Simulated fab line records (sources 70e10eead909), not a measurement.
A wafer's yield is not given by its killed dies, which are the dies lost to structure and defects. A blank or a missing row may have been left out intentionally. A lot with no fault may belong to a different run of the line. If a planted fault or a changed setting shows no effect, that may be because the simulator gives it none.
Matching of chambers    flow nand harc    NHARC_P_M1_STRIP_18 on rie diel-03 has 4 sister chambers
The step strips in N2/H2. 4 wafers are shown with their chamber, then 11 later ones without.

## WAFERS PAIRED WITH THEIR CHAMBERS
wafer   chamber  showerhead plenum p Torr (Torr)
L074.5  1        2.18
L083.2  3        2.09
L083.4  0        1.89
L085.2  2        1.98

## WAFERS WITH NO CHAMBER GIVEN
wafer   showerhead plenum p Torr (Torr)
L085.3  1.89
L085.5  2.09
L088.2  2.18
L088.3  2.09
L088.6  1.98
L093.1  2.09
L093.5  1.97
L093.6  2.09
L094.1  2.09
L094.3  1.97
L094.6  2.09

## CHAMBER TAKEN BY EACH
wafer   from the rows above  in truth
L085.3  0                    0
L085.5  3                    3
L088.2  1                    1
L088.3  3                    3
L088.6  2                    2
L093.1  3                    3
L093.5  2                    2
L093.6  3                    3
L094.1  3                    3
L094.3  2                    2
L094.6  3                    3
Correct placement for 11 of the 11. Number that these rows cannot place: 0. Placed wrongly: 0.
How it was worked out, from the rows above alone: a wafer's distance from a chamber is the root of the sum, over the readings, of the square of ((its reading less the chamber's mean) divided by the reading's scatter). The wafer belongs to the nearest chamber; if the next one is less than 2 further off, it can't be placed. Each chamber's mean is taken over the wafers shown for it. The scatter: with one shown wafer a chamber, the root of the mean of the squares of how far each hidden wafer lies from its nearest shown one.
